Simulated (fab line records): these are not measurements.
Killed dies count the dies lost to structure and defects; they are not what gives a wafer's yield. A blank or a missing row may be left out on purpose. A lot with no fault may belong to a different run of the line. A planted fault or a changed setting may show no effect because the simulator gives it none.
fab line records    flow n5Finfet
record: lots: 6  wafers: 18  lastDay: 19
route steps=1938 shown BEOL_M15@1815 PASSIVATION@1936
lots that met no fault: from a run of the same line without faults
startH: hours from the record's opening day to when the first of the lot's shown wafers began    waitH: how many hours have passed since the lot's step before this one    " repeats the value in the row above    L1.1+2: one row covering several wafers at once    - no value, or no start was given    * or withheld: withheld    < > ~ a bound
route shown NAME@n: names a module that has steps shown in the file, with the first one's number in the route    usual: the fault-free wafers' mean and standard deviation    same: alike in all rows    chamber/n: place in a boat    sites: each site's reading    _std_site: the values' standard deviation    _edge_site: mean of outer sites minus mean of inner sites    radiusMm: how far each site lies from the wafer's centre    mask NAME#n: copy n    behind: the tool/chamber that last shaped the wafer    hold: what put the lot on hold/how long, in hours/how the hold closed    device: names the non-switching transistor (n, p or np)    end of line: tests of these same wafers at the route's end    a step given without rows: its recipe and nothing more    killed: count of dies lost to structure and defects at first sort (not the wafer's yield)    map: a wafer's dies, x killed, . not, _ none there
set.NAME: the setting the step ran with; set.NAME@STEP: the setting that earlier step ran with    model.NAME: the simulator's own value behind a step, which no gauge read
lots seen at some steps along the route; tables by step, rows by wafer
services: a tool's chamber out of use, with start hour (startH, from the record's first day; less than 0 if before it), hours out, and reason
== steps ==
step: N5_BEOL_M15_PRECLEAN_39
recipe: chemistry: residueRemover  timeS: 60  tempC: 40
step: N5_BEOL_M15_SRD_40
recipe: timeS: 30  tempC: 23  rinseLiquid: diw  dry: n2Spin  spinRpm: 1500  dryTimeS: 30
step: N5_BEOL_M15_DEGAS_41
recipe: ambient: vacuum  tempC: 300  timeS: 60
step: N5_BEOL_M15_PRE_CLEAN_42
recipe: gas: H2/He  timeS: 30  tempC: 300
usual: heaterPowerW: 473/62
lot.wafer  tool           chamber  startH  waitH  heaterPowerW
L277.1     pvdSputter-01  -        267.57  0.0    498
L277.3     "              -        "       "      629
L277.6     "              -        "       "      502
L284.1     pvdSputter-01  -        297.12  0.0    498
L284.4     "              -        "       "      491
L284.6     "              -        "       "      473
L286.4     pvdSputter-02  -        303.00  0.0    502
L286.5     "              -        "       "      398
L286.6     "              -        "       "      569
L285.1     pvdSputter-02  -        316.82  0.0    514
L285.3     "              -        "       "      413
L285.4     "              -        "       "      396
L292.1     pvdSputter-02  -        353.43  0.0    401
L292.2     "              -        "       "      571
L292.5     "              -        "       "      554
L299.1     pvdSputter-02  -        430.02  0.0    573
L299.2     "              -        "       "      391
L299.6     "              -        "       "      431
step: N5_BEOL_M15_SPUTTER_43
recipe: material: TaN  targetThkA: 150  tempC: 50  biasV: 168.6  powerW: 15000  chamberPressurePa: 0.12  timeS: 24.19
usual: throttleValvePct: 30.3/0.86
lot.wafer  tool           chamber  startH  waitH  throttleValvePct
L277.1     pvdSputter-01  -        267.61  0.0    30.4
L277.3     "              -        "       "      30.1
L277.6     "              -        "       "      30.5
L284.1     pvdSputter-01  -        297.16  0.0    30.2
L284.4     "              -        "       "      29.8
L284.6     "              -        "       "      29.6
L286.4     pvdSputter-02  -        303.04  0.0    30.0
L286.5     "              -        "       "      29.8
L286.6     "              -        "       "      30.9
L285.1     pvdSputter-02  -        316.86  0.0    29.9
L285.3     "              -        "       "      29.8
L285.4     "              -        "       "      30.0
L292.1     pvdSputter-02  -        353.47  0.0    29.9
L292.2     "              -        "       "      30.7
L292.5     "              -        "       "      30.9
L299.1     pvdSputter-02  -        430.06  0.0    30.8
L299.2     "              -        "       "      29.6
L299.6     "              -        "       "      29.3
step: N5_BEOL_M15_SPUTTER_44
recipe: material: Ta  targetThkA: 150  tempC: 50  biasV: 80  powerW: 15000  chamberPressurePa: 0.07  timeS: 24.19
step: N5_BEOL_M15_SPUTTER_45
recipe: material: Cu  targetThkA: 1000  tempC: -20  biasV: 60  powerW: 26000  chamberPressurePa: 0.13  timeS: 16.67
usual: throttleValvePct: 30.3/0.87
lot.wafer  tool           chamber  startH  waitH  throttleValvePct
L277.1     pvdSputter-01  -        267.77  0.0    30.5
L277.3     "              -        "       "      30.0
L277.6     "              -        "       "      30.5
L284.1     pvdSputter-01  -        297.32  0.0    30.3
L284.4     "              -        "       "      29.5
L284.6     "              -        "       "      29.5
L286.4     pvdSputter-02  -        303.20  0.0    29.6
L286.5     "              -        "       "      29.7
L286.6     "              -        "       "      30.9
L285.1     pvdSputter-02  -        317.02  0.0    29.9
L285.3     "              -        "       "      29.7
L285.4     "              -        "       "      29.6
L292.1     pvdSputter-02  -        353.63  0.0    29.6
L292.2     "              -        "       "      30.9
L292.5     "              -        "       "      30.8
L299.1     pvdSputter-02  -        430.22  0.0    30.9
L299.2     "              -        "       "      29.9
L299.6     "              -        "       "      29.7
step: N5_BEOL_M15_ECD_47
recipe: material: Cu  targetThkA: 18600
step: N5_BEOL_M15_ANNEAL_48
recipe: tempC: 225  timeS: 90  ambient: N2
usual: wafer_temp_C_max: 226.2/0.4
lot.wafer  tool          chamber  startH  waitH  wafer_temp_C_max
L277.1     rtpAnneal-01  0        268.13  0.2    225.4
L277.3     "             0        "       "      225.6
L277.6     "             0        "       "      225.8
L284.1     rtpAnneal-02  0        298.01  0.5    226.4
L284.4     "             0        "       "      226.2
L284.6     "             0        "       "      226.8
L286.4     rtpAnneal-01  0        303.92  0.5    225.7
L286.5     "             0        "       "      225.9
L286.6     "             0        "       "      226.0
L285.1     rtpAnneal-01  0        317.38  0.2    225.6
L285.3     "             0        "       "      225.7
L285.4     "             0        "       "      225.9
L292.1     rtpAnneal-02  0        353.99  0.2    226.9
L292.2     "             0        "       "      226.8
L292.5     "             0        "       "      226.7
L299.1     rtpAnneal-02  0        430.75  0.3    226.2
L299.2     "             0        "       "      227.0
L299.6     "             0        "       "      226.3
step: N5_BEOL_M15_CMP_49
recipe: stopOn: SiO2  tOverpolishS: 4.9  downForcePsi: 2  platenRpm: 80  clearingPlatenDownForcePsi: 2  clearingPlatenRpm: 80  postCmpClean: cuAlkaline  targetThkNm: 850  clearingPlatenPadVelocityMS: 1.5917  padVelocityMS: 1.5917
usual: barrierFieldEndpointS: 11.34/0.25  motorCurrentA: 8.1/0.58  overpolishRunS: 4.900/0.0082
lot.wafer  tool    chamber  startH  waitH  barrierFieldEndpointS  motorCurrentA  overpolishRunS
L277.1     cmp-04  3        268.43  0.3    11.48                  8.3            4.913
L277.3     "       0        "       "      11.79                  7.6            4.913
L277.6     "       3        "       "      10.98                  8.6            4.904
L284.1     cmp-04  1        298.74  0.7    11.60                  7.6            4.895
L284.4     "       3        "       "      11.73                  8.4            4.913
L284.6     "       2        "       "      11.37                  7.5            4.909
L286.4     cmp-01  0        304.12  0.2    11.41                  7.7            4.899
L286.6     "       3        "       "      11.39                  8.3            4.905
L286.5     "       0        "       "      11.45                  8.0            4.905
L285.3     cmp-03  3        317.67  0.2    11.05                  7.4            4.900
L285.1     "       0        "       "      11.26                  7.1            4.905
L285.4     "       2        "       "      11.32                  8.4            4.901
L292.2     cmp-04  2        354.38  0.3    11.18                  7.7            4.901
L292.1     "       3        "       "      10.82                  8.6            4.907
L292.5     "       1        "       "      11.09                  8.2            4.889
L299.1     cmp-01  2        431.04  0.3    11.11                  8.2            4.901
L299.2     "       0        "       "      11.57                  8.0            4.899
L299.6     "       2        "       "      11.30                  8.5            4.890
step: N5_BEOL_M15_THK_MEAS_50
recipe: thkMeasGauge: xrf  reads: Cu_of_BEOL_M15_ECD_47
usual: M15_THK: 848/18
lot.wafer  tool          chamber  startH  waitH  M15_THK[nm]
L277.1     filmMetro-01  -        268.72  -      817
L277.3     "             -        "       "      810
L277.6     "             -        "       "      822
L284.1     filmMetro-01  -        299.04  -      864
L284.4     "             -        "       "      836
L284.6     "             -        "       "      865
L286.4     filmMetro-01  -        304.38  -      861
L286.5     "             -        "       "      851
L286.6     "             -        "       "      859
L285.1     filmMetro-01  -        317.97  -      861
L285.3     "             -        "       "      822
L285.4     "             -        "       "      825
L292.1     filmMetro-02  -        354.60  -      850
L292.2     "             -        "       "      846
L292.5     "             -        "       "      845
L299.1     filmMetro-02  -        431.34  -      814
L299.2     "             -        "       "      841
L299.6     "             -        "       "      831
step: N5_BEOL_M15_PRE_CLEAN_52
recipe: gas: NH3  timeS: 15  tempC: withheld  rfPowerW: 300
step: N5_BEOL_M15_DEP_53
recipe: material: SiCN  targetThkA: 500  tempC: withheld  precursor: 3MS/NH3  pressureTorr: 3  rfW: 675  timeS: 17.8
usual: showerheadPlenumPTorr: 4.170/0.021  throttleValvePct: 18.0/1
lot.wafer  tool      chamber  startH  waitH  showerheadPlenumPTorr  throttleValvePct  model.SiCN_of_BEOL_M15_DEP_53.thkNm
L277.1     pecvd-02  1        268.79  0.0    4.139                  17.7              50
L277.3     "         2        "       "      4.182                  16.6              49.6
L277.6     "         0        "       "      4.190                  18.0              51.8
L284.1     pecvd-04  0        299.11  0.0    4.192                  19.0              50
L284.4     "         2        "       "      4.154                  17.9              50.8
L284.6     "         0        "       "      4.188                  18.9              50.2
L286.4     pecvd-04  1        304.46  0.0    4.189                  20.2              50
L286.5     "         2        "       "      4.179                  17.9              50.4
L286.6     "         0        "       "      4.198                  18.8              89.6
L285.1     pecvd-04  1        318.03  0.0    4.188                  20.1              89.8
L285.3     "         2        "       "      4.175                  17.9              50.4
L285.4     "         1        "       "      4.186                  20.2              51
L292.1     pecvd-01  0        354.66  0.0    4.122                  18.4              49
L292.2     "         2        "       "      4.145                  16.6              49
L292.5     "         1        "       "      4.189                  17.6              50.6
L299.1     pecvd-02  1        431.40  0.0    4.146                  18.1              48.6
L299.2     "         2        "       "      4.182                  17.5              48.8
L299.6     "         0        "       "      4.179                  17.7              50.6
step: N5_BEOL_M15_RS_MEAS_54
recipe: thkMeasGauge: four-point-probe  reads: Cu_of_BEOL_M15_ECD_47+Ta_of_BEOL_M15_SPUTTER_44+TaN_of_BEOL_M15_SPUTTER_43
usual: M15_RS: 0.0217/0.00044
lot.wafer  tool          chamber  startH  waitH  M15_RS[ohm/sq]
L277.1     filmMetro-02  -        268.85  0.0    0.0226
L277.3     "             -        "       "      0.0228
L277.6     "             -        "       "      0.0224
L284.1     filmMetro-02  -        299.20  0.1    0.0213
L284.4     "             -        "       "      0.0222
L284.6     "             -        "       "      0.0212
L286.4     filmMetro-02  -        304.51  0.0    0.0215
L286.5     "             -        "       "      0.0217
L286.6     "             -        "       "      0.0215
L285.1     filmMetro-02  -        318.10  0.0    0.0214
L285.3     "             -        "       "      0.0223
L285.4     "             -        "       "      0.0224
L292.1     filmMetro-02  -        354.73  0.0    0.0217
L292.2     "             -        "       "      0.0218
L292.5     "             -        "       "      0.0218
L299.1     filmMetro-02  -        431.47  0.0    0.0224
L299.2     "             -        "       "      0.0217
L299.6     "             -        "       "      0.0219
step: N5_PASSIVATION_PROBE_49
usual: defectLimitedYield: 91.5/1.7  killed_at_M0_to_M3: 33/11  killed_at_M4_up: 13/5.2  killedAtContacts: 11/5.7  killedAtFrontEnd: 39/11  killedAtOther: 4/3  killedDies: 101/20  killedOpen: 66/15  killedShort: 33/8.4  sort_bin_5_function: 5.0/1.1  sort_bin_6_memory: 3.2/0.69  sort_bin_8_speed: 0.1/0.52  sortNPass: 1078/20  sortYieldPct: 91.4/1.7
same: grossDies: 1180  killedAtBackSide: 0  sort_bin_4_leakage[%]: 0
lot.wafer  tool       chamber  startH  waitH  defectLimitedYield[%]  killed_at_M0_to_M3  killed_at_M4_up  killedAtContacts  killedAtFrontEnd  killedAtOther  killedDies  killedOpen  killedShort  sort_bin_5_function[%]  sort_bin_6_memory[%]  sort_bin_8_speed[%]  sortNPass  sortYieldPct[%]
L277.1     prober-02  -        288.05  0.0    90.6                   29                  17               8                 57                0              111         73          36           4.7                     4.5                   0                    1069       90.6
L277.3     prober-02  -        288.15  0.1    91.7                   30                  18               9                 40                1              98          66          31           4.8                     3.1                   0                    1082       91.7
L277.6     prober-02  -        288.30  0.3    91.8                   34                  23               1                 39                0              97          60          33           4.9                     3.2                   0                    1083       91.8
L286.6     prober-01  -        321.40  0.3    88.1                   35                  11               30                62                2              140         90          40           6.3                     4.4                   0                    1040       88.1
L299.6     prober-02  -        448.06  0.3    91.9                   21                  16               3                 40                15             95          61          32           4.5                     3.4                   0                    1085       91.9
killed by level:class
L277.1 STI_FIN_REVEAL:geometricParticle:open=16 FIN_SAQP:geometricParticle:short=12 FIN_SAQP:geometricParticle:open=11 BEOL_M1:geometricParticle:open=7 MOL_CONTACT_COAG:geometricParticle:open=7 BEOL_M4:geometricParticle:open=5 STI_FIN_REVEAL:geometricParticle:short=5 BEOL_M0_SAQP:geometricParticle:short=5
L277.3 BEOL_M3:geometricParticle:open=9 BEOL_M1:geometricParticle:open=9 MOL_CONTACT_COAG:geometricParticle:open=8 FIN_SAQP:geometricParticle:short=7 FIN_SAQP:geometricParticle:open=7 GATE_CUT:geometricParticle:open=6 DUMMY_GATE:geometricParticle:open=5 STI_FIN_REVEAL:geometricParticle:open=4
L277.6 FIN_SAQP:geometricParticle:open=12 BEOL_M0_SAQP:geometricParticle:short=12 BEOL_M0_SAQP:geometricParticle:open=8 FIN_SAQP:geometricParticle:short=7 STI_FIN_REVEAL:geometricParticle:open=7 BEOL_M1:geometricParticle:open=6 BEOL_M4:geometricParticle:open=6 BEOL_M8:geometricParticle:open=4
L286.6 MOL_CONTACT_COAG:geometricParticle:open=20 STI_FIN_REVEAL:geometricParticle:open=11 MOL_CONTACT_COAG:geometricParticle:short=10 BEOL_M2:geometricParticle:open=10 HKMG_FIN:areaEtch=10 GATE_CUT:geometricParticle:open=8 BEOL_M3:geometricParticle:open=8 BEOL_M0_SAQP:geometricParticle:open=7
L299.6 FIN_SAQP:geometricParticle:open=11 STI_FIN_REVEAL:geometricParticle:open=8 GATE_CUT:geometricParticle:short=6 BEOL_M3:geometricParticle:open=6 BEOL_M4:geometricParticle:open=5 FIN_SAQP:geometricParticle:short=4 BEOL_M2:geometricParticle:open=4 PASS1_CAP:geometricParticle:open=4
== services ==
tool           chamber  startH  hours  kind
pecvd-02       -        256.38  0.4    repair
cmp-03         -        261.62  0.7    repair
pecvd-01       -        262.33  14.6   pm
cmp-03         -        272.80  6.5    pm
cmp-04         -        276.78  0.6    repair
cmp-03         -        286.88  18.2   pm
rtpAnneal-01   -        290.55  5.1    pm
cmp-01         -        294.23  3.9    repair
cmp-04         -        296.31  1.8    repair
pecvd-04       1        296.97  5.5    scheduledDown
cmp-01         -        298.98  4.0    pm
cmp-01         -        313.44  1.2    repair
pecvd-02       2        316.73  9.6    repair
pecvd-04       2        326.42  2.1    scheduledDown
cmp-04         -        341.81  5.5    pm
pecvd-02       2        347.48  3.2    repair
pvdSputter-01  -        354.49  2.5    repair
cmp-01         -        367.52  13.8   pm
cmp-01         -        381.38  2.1    repair
pecvd-02       2        381.79  16.6   repair
cmp-04         -        383.28  0.5    repair
cmp-01         -        389.41  6.3    repair
pecvd-02       1        391.10  3.5    repair
cmp-04         -        404.16  0.8    repair
== key ==
firstSign none at tools or gauges
modelEffect: step: N5_BEOL_M15_DEP_53  value: SiCN_of_BEOL_M15_DEP_53.thkNm  without: 50.2  struck: 89.7
metAt N5_BEOL_M15_DEP_53
struckWafers L285.1,L286.6
baselineLoss: step: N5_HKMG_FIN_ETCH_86  wafers: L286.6
onsetBetween 299.11 304.46
fault: kind: processParameterDrift  tool: pecvd-04  chamber: -  onsetH: 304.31  steps: N5_BEOL_M15_DEP_53  channel: timeS  offset: *  shape: step  endH: 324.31  scope: struckWafersOnly  actsIn: *  stated: *
baselineLoss: these wafers lose ten dies or more at that step, a loss of the line's own and not of a fault; the sort's usual values leave them out
